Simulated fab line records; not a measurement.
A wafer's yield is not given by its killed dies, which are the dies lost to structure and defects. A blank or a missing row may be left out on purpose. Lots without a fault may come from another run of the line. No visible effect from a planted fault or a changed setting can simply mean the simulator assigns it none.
fab line records    flow n5-finfet
[record] lots = 24  wafers = 72  last-day = 18
route steps=1938 shown BEOL_M2@899 BEOL_M3@956
lots with no fault: from the same line, run without faults
start-h: start of the lot's first displayed wafer, in hours after the record's first day    wait-h: hours from the lot's prior step to this one    " same as the row above    L1.1+2: a single row standing in for several wafers    - no value, or no start given    * or withheld: withheld    < > ~ a bound
route shown NAME@n: names a module that has steps shown in the file, with the first one's number in the route    usual: mean and standard deviation over wafers with no fault    same: alike in all rows    chamber/n: place in a boat    sites: per-site readings    _std_site: the standard deviation of these    _edge_site: the outer-site mean with the inner-site mean subtracted    radius-mm: for every site, how far away it sits from the centre of the wafer    mask NAME#n: copy n    behind: the tool/chamber that last shaped the wafer    hold: reason for holding the lot/hours on hold/outcome of the hold    device: the n, p or np transistor that did not switch    end of line: the tests these same wafers got at the end of their route    a step without rows: its recipe alone    killed: at the first sort, the dies lost to defects and structure; wafer yield is something else    map: shows each die of a wafer: x if killed, . if not, _ if none is there
set.NAME: the setting the step ran with; set.NAME@STEP: the setting that earlier step ran with    model.NAME: the simulator's own value behind a step, which no gauge read
one table for each step of the route and one row for each wafer, over a sample of lots
services: a tool's chamber out of use, with start hour (start-h, from the record's first day; less than 0 if before it), hours out, and reason
[[steps]]
[step N5_BEOL_M2_DEGAS_44]
[recipe] ambient = vacuum  temp-c = 250  time-s = 60
[usual] heater-power-w = 323/31  susceptor-temp-C = 250.05/0.18
lot.wafer  tool            chamber  start-h  wait-h  heater-power-w  susceptor-temp-C
L074.1     pvd-sputter-01  -        136.75   0.3     345             249.94
L074.2     "               -        "        "       310             250.18
L074.3     "               -        "        "       292             250.05
L075.1     pvd-sputter-02  -        142.27   0.6     350             250.08
L075.4     "               -        "        "       343             249.99
L075.6     "               -        "        "       331             249.96
L077.4     pvd-sputter-03  -        154.78   0.4     266             250.05
L077.5     "               -        "        "       377             250.01
L077.6     "               -        "        "       308             249.99
L076.3     pvd-sputter-01  -        155.00   0.6     331             249.86
L076.4     "               -        "        "       345             250.12
L076.5     "               -        "        "       290             249.95
L079.1     pvd-sputter-03  -        170.08   0.5     308             250.06
L079.2     "               -        "        "       375             250.29
L079.3     "               -        "        "       261             250.15
L078.2     pvd-sputter-02  -        173.61   0.6     309             250.31
L078.4     "               -        "        "       369             249.96
L078.5     "               -        "        "       329             250.00
L080.2     pvd-sputter-03  -        177.62   0.1     281             250.21
L080.4     "               -        "        "       315             250.05
L080.5     "               -        "        "       261             250.05
L081.2     pvd-sputter-01  -        186.37   0.2     321             249.82
L081.3     "               -        "        "       332             250.16
L081.5     "               -        "        "       351             250.06
L083.1     pvd-sputter-01  -        189.95   0.6     309             250.56
L083.3     "               -        "        "       357             249.92
L083.4     "               -        "        "       324             250.07
L082.1     pvd-sputter-02  -        193.44   0.6     352             249.89
L082.4     "               -        "        "       334             250.35
L082.6     "               -        "        "       361             249.99
L084.1     pvd-sputter-03  -        200.08   0.4     308             250.28
L084.4     "               -        "        "       263             250.04
L084.6     "               -        "        "       309             250.29
L085.1     pvd-sputter-02  -        208.82   0.2     333             250.16
L085.2     "               -        "        "       315             249.96
L085.3     "               -        "        "       357             250.01
L086.3     pvd-sputter-03  -        226.44   0.3     392             249.76
L086.4     "               -        "        "       310             249.70
L086.6     "               -        "        "       274             249.88
L087.2     pvd-sputter-03  -        230.88   0.3     317             250.07
L087.3     "               -        "        "       380             250.20
L087.4     "               -        "        "       258             249.93
L088.3     pvd-sputter-02  -        233.77   0.0     338             250.12
L088.4     "               -        "        "       352             249.93
L088.5     "               -        "        "       349             250.25
L089.2     pvd-sputter-02  -        234.29   0.4     349             249.84
L089.4     "               -        "        "       336             250.22
L089.5     "               -        "        "       335             250.02
L090.1     pvd-sputter-01  -        238.80   0.3     329             250.29
L090.2     "               -        "        "       301             249.80
L090.3     "               -        "        "       339             250.03
L091.1     pvd-sputter-02  -        246.92   0.6     324             250.12
L091.5     "               -        "        "       316             250.13
L091.6     "               -        "        "       355             250.22
L092.1     pvd-sputter-02  -        250.76   0.2     337             250.02
L092.3     "               -        "        "       317             250.13
L092.4     "               -        "        "       334             249.96
L094.2     pvd-sputter-02  -        260.36   0.2     337             250.37
L094.3     "               -        "        "       337             250.13
L094.5     "               -        "        "       341             250.18
L093.2     pvd-sputter-01  -        271.13   0.0     293             250.07
L093.4     "               -        "        "       326             250.03
L093.6     "               -        "        "       310             250.37
L095.1     pvd-sputter-01  -        274.81   0.3     341             250.10
L095.4     "               -        "        "       318             250.12
L095.6     "               -        "        "       328             249.87
L096.1     pvd-sputter-02  -        281.29   0.1     350             250.31
L096.4     "               -        "        "       321             249.88
L096.6     "               -        "        "       332             250.02
L097.2     pvd-sputter-03  -        289.00   0.3     379             249.74
L097.5     "               -        "        "       308             250.01
L097.6     "               -        "        "       375             249.83
[step N5_BEOL_M2_PRE_CLEAN_45]
[recipe] gas = H2/He  time-s = 30  temp-c = 250
[usual] heater-power-w = 324/30  susceptor-temp-C = 250.02/0.19
lot.wafer  tool            chamber  start-h  wait-h  heater-power-w  susceptor-temp-C
L074.1     pvd-sputter-01  -        136.79   0.0     340             249.97
L074.2     "               -        "        "       326             249.57
L074.3     "               -        "        "       294             250.11
L075.1     pvd-sputter-02  -        142.31   0.0     350             250.11
L075.4     "               -        "        "       339             249.69
L075.6     "               -        "        "       339             250.07
L077.4     pvd-sputter-03  -        154.82   0.0     264             249.40
L077.5     "               -        "        "       377             250.16
L077.6     "               -        "        "       308             250.04
L076.3     pvd-sputter-01  -        155.04   0.0     329             250.26
L076.4     "               -        "        "       360             250.16
L076.5     "               -        "        "       293             250.09
L079.1     pvd-sputter-03  -        170.12   0.0     311             249.86
L079.2     "               -        "        "       381             249.63
L079.3     "               -        "        "       262             249.86
L078.2     pvd-sputter-02  -        173.65   0.0     312             249.74
L078.4     "               -        "        "       350             250.19
L078.5     "               -        "        "       338             249.90
L080.2     pvd-sputter-03  -        177.66   0.0     274             250.00
L080.4     "               -        "        "       312             250.00
L080.5     "               -        "        "       262             250.23
L081.2     pvd-sputter-01  -        186.41   0.0     324             249.74
L081.3     "               -        "        "       321             249.84
L081.5     "               -        "        "       340             249.85
L083.1     pvd-sputter-01  -        189.99   0.0     324             249.92
L083.3     "               -        "        "       345             250.03
L083.4     "               -        "        "       329             250.11
L082.1     pvd-sputter-02  -        193.48   0.0     355             249.74
L082.4     "               -        "        "       343             250.03
L082.6     "               -        "        "       357             249.82
L084.1     pvd-sputter-03  -        200.12   0.0     308             250.03
L084.4     "               -        "        "       266             250.02
L084.6     "               -        "        "       314             249.96
L085.1     pvd-sputter-02  -        208.86   0.0     334             250.07
L085.2     "               -        "        "       321             249.91
L085.3     "               -        "        "       361             249.86
L086.3     pvd-sputter-03  -        226.48   0.0     385             249.99
L086.4     "               -        "        "       307             249.80
L086.6     "               -        "        "       282             249.98
L087.2     pvd-sputter-03  -        230.92   0.0     321             249.73
L087.3     "               -        "        "       376             250.31
L087.4     "               -        "        "       262             249.92
L088.3     pvd-sputter-02  -        233.81   0.0     338             250.14
L088.4     "               -        "        "       331             250.26
L088.5     "               -        "        "       335             250.12
L089.2     pvd-sputter-02  -        234.33   0.0     355             249.75
L089.4     "               -        "        "       339             249.95
L089.5     "               -        "        "       342             250.16
L090.1     pvd-sputter-01  -        238.84   0.0     324             249.83
L090.2     "               -        "        "       286             249.82
L090.3     "               -        "        "       344             249.89
L091.1     pvd-sputter-02  -        246.96   0.0     340             250.25
L091.5     "               -        "        "       316             249.99
L091.6     "               -        "        "       355             249.68
L092.1     pvd-sputter-02  -        250.80   0.0     336             250.48
L092.3     "               -        "        "       320             249.94
L092.4     "               -        "        "       342             250.31
L094.2     pvd-sputter-02  -        260.40   0.0     338             250.10
L094.3     "               -        "        "       330             250.11
L094.5     "               -        "        "       337             250.01
L093.2     pvd-sputter-01  -        271.17   0.0     295             249.79
L093.4     "               -        "        "       322             250.13
L093.6     "               -        "        "       320             250.20
L095.1     pvd-sputter-01  -        274.85   0.0     348             249.68
L095.4     "               -        "        "       322             250.03
L095.6     "               -        "        "       322             250.27
L096.1     pvd-sputter-02  -        281.33   0.0     353             250.37
L096.4     "               -        "        "       314             249.88
L096.6     "               -        "        "       340             250.38
L097.2     pvd-sputter-03  -        289.05   0.0     383             249.96
L097.5     "               -        "        "       304             249.96
L097.6     "               -        "        "       370             250.13
[step N5_BEOL_M2_ANNEAL_80]
[recipe] temp-c = 400  time-s = 240  ambient = vacuum
[usual] heater-power-w = 797/82  susceptor-temp-C = 399.99/0.23
lot.wafer  tool            chamber  start-h  wait-h  heater-power-w  susceptor-temp-C
L074.1     pvd-sputter-01  -        138.01   0.0     832             399.94
L074.2     "               -        "        "       882             400.16
L074.3     "               -        "        "       720             399.63
L075.1     pvd-sputter-03  -        143.68   0.0     649             400.11
L075.4     "               -        "        "       762             399.89
L075.6     "               -        "        "       649             400.13
L077.4     pvd-sputter-01  -        156.00   0.0     854             400.34
L077.5     "               -        "        "       880             400.24
L077.6     "               -        "        "       809             400.37
L076.3     pvd-sputter-03  -        157.39   0.0     771             400.03
L076.4     "               -        "        "       648             399.96
L076.5     "               -        "        "       925             399.92
L079.1     pvd-sputter-01  -        170.98   0.0     851             400.19
L079.2     "               -        "        "       719             399.51
L079.3     "               -        "        "       808             399.73
L078.2     pvd-sputter-02  -        174.46   0.0     913             399.88
L078.4     "               -        "        "       794             400.02
L078.5     "               -        "        "       803             400.21
L080.2     pvd-sputter-03  -        178.78   0.0     693             399.77
L080.4     "               -        "        "       768             400.27
L080.5     "               -        "        "       660             399.91
L081.2     pvd-sputter-03  -        187.29   0.0     947             400.20
L081.3     "               -        "        "       699             400.07
L081.5     "               -        "        "       701             400.14
L083.1     pvd-sputter-01  -        191.25   0.0     799             400.01
L083.3     "               -        "        "       732             400.00
L083.4     "               -        "        "       849             400.01
L082.1     pvd-sputter-02  -        194.56   0.0     900             400.43
L082.4     "               -        "        "       830             400.03
L082.6     "               -        "        "       902             400.34
L084.1     pvd-sputter-01  -        202.83   0.0     723             400.02
L084.4     "               -        "        "       864             399.59
L084.6     "               -        "        "       828             399.89
L085.1     pvd-sputter-03  -        209.88   0.0     759             399.95
L085.2     "               -        "        "       661             399.42
L085.3     "               -        "        "       704             399.76
L086.3     pvd-sputter-03  -        227.36   0.0     777             400.12
L086.4     "               -        "        "       663             399.63
L086.6     "               -        "        "       704             400.45
L087.2     pvd-sputter-02  -        232.08   0.0     853             399.76
L087.3     "               -        "        "       850             400.38
L087.4     "               -        "        "       853             400.02
L088.3     pvd-sputter-01  -        234.86   0.0     714             399.91
L088.4     "               -        "        "       867             399.65
L088.5     "               -        "        "       836             400.22
L089.2     pvd-sputter-03  -        236.39   0.0     797             399.92
L089.4     "               -        "        "       627             400.10
L089.5     "               -        "        "       773             399.54
L090.1     pvd-sputter-02  -        240.13   0.0     864             400.47
L090.2     "               -        "        "       895             400.04
L090.3     "               -        "        "       788             399.78
L091.1     pvd-sputter-01  -        247.91   0.0     844             400.24
L091.5     "               -        "        "       728             399.79
L091.6     "               -        "        "       800             399.82
L092.1     pvd-sputter-01  -        253.42   0.0     826             400.10
L092.3     "               -        "        "       802             400.38
L092.4     "               -        "        "       726             400.16
L094.2     pvd-sputter-02  -        261.28   0.0     844             400.23
L094.3     "               -        "        "       836             400.20
L094.5     "               -        "        "       787             399.72
L093.2     pvd-sputter-02  -        272.06   0.0     841             400.20
L093.4     "               -        "        "       838             399.81
L093.6     "               -        "        "       798             400.13
L095.1     pvd-sputter-03  -        277.35   0.0     751             399.94
L095.4     "               -        "        "       667             400.19
L095.6     "               -        "        "       656             399.89
L096.1     pvd-sputter-03  -        282.56   0.0     682             400.21
L096.4     "               -        "        "       937             399.90
L096.6     "               -        "        "       944             400.14
L097.2     pvd-sputter-02  -        290.13   0.0     794             399.50
L097.5     "               -        "        "       784             399.77
L097.6     "               -        "        "       887             399.76
[step N5_BEOL_M3_CD_MEAS_18]
[recipe] pitch-nm = 36  target-cd-nm = 18
[usual] cd-nm = 18.1/0.51
lot.wafer  tool       chamber  start-h  wait-h  cd-nm
L074.1     cd-sem-03  -        142.80   0.0     18.1
L074.2     "          -        "        "       18.1
L074.3     "          -        "        "       18.2
L075.1     cd-sem-01  -        149.01   0.0     17.4
L075.4     "          -        "        "       18.5
L075.6     "          -        "        "       18.3
L077.4     cd-sem-01  -        160.50   0.1     18.1
L077.5     "          -        "        "       18.8
L077.6     "          -        "        "       17.5
L076.3     cd-sem-03  -        163.63   0.1     17.3
L076.4     "          -        "        "       18.4
L076.5     "          -        "        "       17.9
L079.1     cd-sem-01  -        175.69   0.0     18.3
L079.2     "          -        "        "       18.8
L079.3     "          -        "        "       17.8
L078.2     cd-sem-02  -        178.59   0.1     18.0
L078.4     "          -        "        "       18.7
L078.5     "          -        "        "       17.8
L080.2     cd-sem-02  -        190.36   0.1     17.8
L080.4     "          -        "        "       18.8
L080.5     "          -        "        "       18.3
L081.2     cd-sem-03  -        191.51   0.1     17.5
L081.3     "          -        "        "       18.6
L081.5     "          -        "        "       18.5
L083.1     cd-sem-03  -        197.64   0.0     18.7
L083.3     "          -        "        "       17.2
L083.4     "          -        "        "       18.3
L082.1     cd-sem-02  -        199.76   0.0     18.7
L082.4     "          -        "        "       17.5
L082.6     "          -        "        "       19.2
L084.1     cd-sem-02  -        208.52   0.1     17.7
L084.4     "          -        "        "       18.6
L084.6     "          -        "        "       16.9
L085.1     cd-sem-01  -        213.83   0.0     18.2
L085.2     "          -        "        "       18.0
L085.3     "          -        "        "       18.8
L086.3     cd-sem-02  -        231.20   0.1     18.5
L086.4     "          -        "        "       18.4
L086.6     "          -        "        "       17.3
L087.2     cd-sem-02  -        237.56   0.1     17.5
L087.3     "          -        "        "       18.2
L087.4     "          -        "        "       17.6
L088.3     cd-sem-03  -        238.95   0.1     18.4
L088.4     "          -        "        "       17.8
L088.5     "          -        "        "       18.6
L089.2     cd-sem-01  -        240.96   0.1     17.7
L089.4     "          -        "        "       17.7
L089.5     "          -        "        "       17.5
L090.1     cd-sem-01  -        246.38   0.0     17.0
L090.2     "          -        "        "       17.9
L090.3     "          -        "        "       17.3
L091.1     cd-sem-03  -        251.85   0.0     18.3
L091.5     "          -        "        "       17.7
L091.6     "          -        "        "       18.1
L092.1     cd-sem-02  -        257.14   0.0     17.5
L092.3     "          -        "        "       17.5
L092.4     "          -        "        "       17.5
L094.2     cd-sem-03  -        265.00   0.1     17.6
L094.3     "          -        "        "       18.3
L094.5     "          -        "        "       17.8
L093.2     cd-sem-01  -        275.90   0.1     18.0
L093.4     "          -        "        "       18.4
L093.6     "          -        "        "       18.3
L095.1     cd-sem-02  -        282.50   0.0     18.1
L095.4     "          -        "        "       18.4
L095.6     "          -        "        "       18.0
L096.1     cd-sem-02  -        289.00   0.1     18.4
L096.4     "          -        "        "       17.8
L096.6     "          -        "        "       18.1
L097.2     cd-sem-03  -        294.09   0.1     18.7
L097.5     "          -        "        "       17.7
L097.6     "          -        "        "       18.3
[step N5_BEOL_M3_CD_MEAS_35]
[recipe] target-cd-nm = 18  target-cd-y-nm = 21  polarity = opening
[usual] cd-nm = 18.1/0.56
lot.wafer  tool       chamber  start-h  wait-h  cd-nm
L074.1     cd-sem-01  -        144.77   0.0     17.9
L074.2     "          -        "        "       18.4
L074.3     "          -        "        "       18.9
L075.1     cd-sem-02  -        150.77   0.0     17.1
L075.4     "          -        "        "       18.3
L075.6     "          -        "        "       18.1
L077.4     cd-sem-01  -        164.84   0.0     18.6
L077.5     "          -        "        "       19.0
L077.6     "          -        "        "       18.0
L076.3     cd-sem-01  -        170.33   0.0     17.9
L076.4     "          -        "        "       18.3
L076.5     "          -        "        "       17.6
L079.1     cd-sem-02  -        177.43   0.0     17.3
L079.2     "          -        "        "       18.6
L079.3     "          -        "        "       17.8
L078.2     cd-sem-02  -        186.13   0.0     17.7
L078.4     "          -        "        "       19.1
L078.5     "          -        "        "       17.7
L080.2     cd-sem-01  -        192.86   0.0     18.1
L080.4     "          -        "        "       18.8
L080.5     "          -        "        "       18.7
L081.2     cd-sem-03  -        199.21   0.0     17.8
L081.3     "          -        "        "       18.1
L081.5     "          -        "        "       18.5
L083.1     cd-sem-01  -        199.21   0.0     18.3
L083.3     "          -        "        "       17.0
L083.4     "          -        "        "       18.6
L082.1     cd-sem-02  -        202.94   0.0     18.6
L082.4     "          -        "        "       17.7
L082.6     "          -        "        "       18.7
L084.1     cd-sem-01  -        211.89   0.0     17.8
L084.4     "          -        "        "       17.8
L084.6     "          -        "        "       17.1
L085.1     cd-sem-03  -        217.01   0.0     18.2
L085.2     "          -        "        "       18.0
L085.3     "          -        "        "       18.5
L086.3     cd-sem-03  -        232.75   0.0     17.7
L086.4     "          -        "        "       18.3
L086.6     "          -        "        "       17.1
L087.2     cd-sem-02  -        241.95   0.0     17.3
L087.3     "          -        "        "       18.3
L087.4     "          -        "        "       18.1
L088.3     cd-sem-01  -        242.42   0.0     17.6
L088.4     "          -        "        "       17.7
L088.5     "          -        "        "       18.2
L089.2     cd-sem-01  -        246.17   0.0     17.5
L089.4     "          -        "        "       17.6
L089.5     "          -        "        "       17.5
L090.1     cd-sem-02  -        255.29   0.0     17.3
L090.2     "          -        "        "       17.7
L090.3     "          -        "        "       17.1
L091.1     cd-sem-03  -        256.20   0.0     18.2
L091.5     "          -        "        "       18.2
L091.6     "          -        "        "       17.7
L092.1     cd-sem-02  -        260.20   0.0     17.4
L092.3     "          -        "        "       16.8
L092.4     "          -        "        "       17.7
L094.2     cd-sem-01  -        274.08   0.0     17.9
L094.3     "          -        "        "       17.8
L094.5     "          -        "        "       17.8
L093.2     cd-sem-01  -        277.58   0.0     17.9
L093.4     "          -        "        "       18.5
L093.6     "          -        "        "       18.7
L095.1     cd-sem-01  -        284.25   0.0     18.1
L095.4     "          -        "        "       18.5
L095.6     "          -        "        "       18.0
L096.1     cd-sem-02  -        292.15   0.0     18.4
L096.4     "          -        "        "       17.7
L096.6     "          -        "        "       18.5
L097.2     cd-sem-01  -        318.01   0.0     18.2
L097.5     "          -        "        "       17.6
L097.6     "          -        "        "       18.3
[step N5_BEOL_M3_DEGAS_44]
[recipe] ambient = vacuum  temp-c = 250  time-s = 60
[usual] heater-power-w = 323/33  susceptor-temp-C = 249.99/0.18
lot.wafer  tool            chamber  start-h  wait-h  heater-power-w  susceptor-temp-C
L074.1     pvd-sputter-01  -        145.15   0.4     346             249.90
L074.2     "               -        "        "       328             250.04
L074.3     "               -        "        "       325             249.93
L075.1     pvd-sputter-03  -        150.87   0.1     310             250.24
L075.4     "               -        "        "       265             249.86
L075.6     "               -        "        "       381             249.87
L077.4     pvd-sputter-01  -        164.99   0.1     328             250.29
L077.5     "               -        "        "       285             250.13
L077.6     "               -        "        "       331             250.01
L076.3     pvd-sputter-03  -        170.80   0.5     307             250.10
L076.4     "               -        "        "       276             250.27
L076.5     "               -        "        "       258             249.94
L079.1     pvd-sputter-02  -        177.84   0.4     346             250.47
L079.2     "               -        "        "       336             249.98
L079.3     "               -        "        "       355             249.99
L078.2     pvd-sputter-02  -        186.31   0.2     353             249.81
L078.4     "               -        "        "       324             249.76
L078.5     "               -        "        "       339             250.12
L080.2     pvd-sputter-02  -        193.52   0.7     309             250.32
L080.4     "               -        "        "       346             250.00
L080.5     "               -        "        "       336             250.00
L081.2     pvd-sputter-03  -        199.70   0.5     265             250.07
L081.3     "               -        "        "       385             250.15
L081.5     "               -        "        "       308             250.11
L083.1     pvd-sputter-02  -        199.86   0.6     335             249.97
L083.3     "               -        "        "       362             250.14
L083.4     "               -        "        "       333             249.58
L082.1     pvd-sputter-03  -        204.02   1.1     278             250.09
L082.4     "               -        "        "       310             250.07
L082.6     "               -        "        "       314             249.76
L084.1     pvd-sputter-03  -        212.14   0.2     261             250.29
L084.4     "               -        "        "       274             249.97
L084.6     "               -        "        "       308             249.63
L085.1     pvd-sputter-03  -        217.16   0.2     311             249.84
L085.2     "               -        "        "       281             250.11
L085.3     "               -        "        "       264             249.95
L086.3     pvd-sputter-03  -        233.38   0.6     387             250.05
L086.4     "               -        "        "       316             250.08
L086.6     "               -        "        "       264             250.14
L087.2     pvd-sputter-02  -        242.21   0.3     344             250.08
L087.3     "               -        "        "       336             249.72
L087.4     "               -        "        "       318             249.74
L088.3     pvd-sputter-02  -        242.62   0.2     336             250.12
L088.4     "               -        "        "       349             250.01
L088.5     "               -        "        "       325             249.86
L089.2     pvd-sputter-01  -        246.61   0.4     293             249.99
L089.4     "               -        "        "       319             250.44
L089.5     "               -        "        "       325             249.95
L090.1     pvd-sputter-01  -        255.64   0.3     338             250.02
L090.2     "               -        "        "       297             250.05
L090.3     "               -        "        "       321             250.11
L091.1     pvd-sputter-01  -        256.31   0.1     332             249.87
L091.5     "               -        "        "       291             249.86
L091.6     "               -        "        "       322             250.16
L092.1     pvd-sputter-03  -        260.38   0.2     310             250.12
L092.3     "               -        "        "       263             249.97
L092.4     "               -        "        "       279             249.83
L094.2     pvd-sputter-01  -        274.17   0.1     342             250.31
L094.3     "               -        "        "       322             249.89
L094.5     "               -        "        "       326             249.91
L093.2     pvd-sputter-02  -        277.83   0.2     323             249.87
L093.4     "               -        "        "       336             249.74
L093.6     "               -        "        "       340             250.20
L095.1     pvd-sputter-01  -        284.29   0.0     337             249.86
L095.4     "               -        "        "       318             250.06
L095.6     "               -        "        "       339             250.16
L096.1     pvd-sputter-02  -        292.25   0.1     313             250.19
L096.4     "               -        "        "       347             250.04
L096.6     "               -        "        "       341             250.20
L097.2     pvd-sputter-03  -        318.08   0.1     280             249.98
L097.5     "               -        "        "       269             250.06
L097.6     "               -        "        "       305             250.06
[[services]]
tool            chamber  start-h  hours  kind
pvd-sputter-02  -        305.99   6.3    repair
[[key]]
fault none
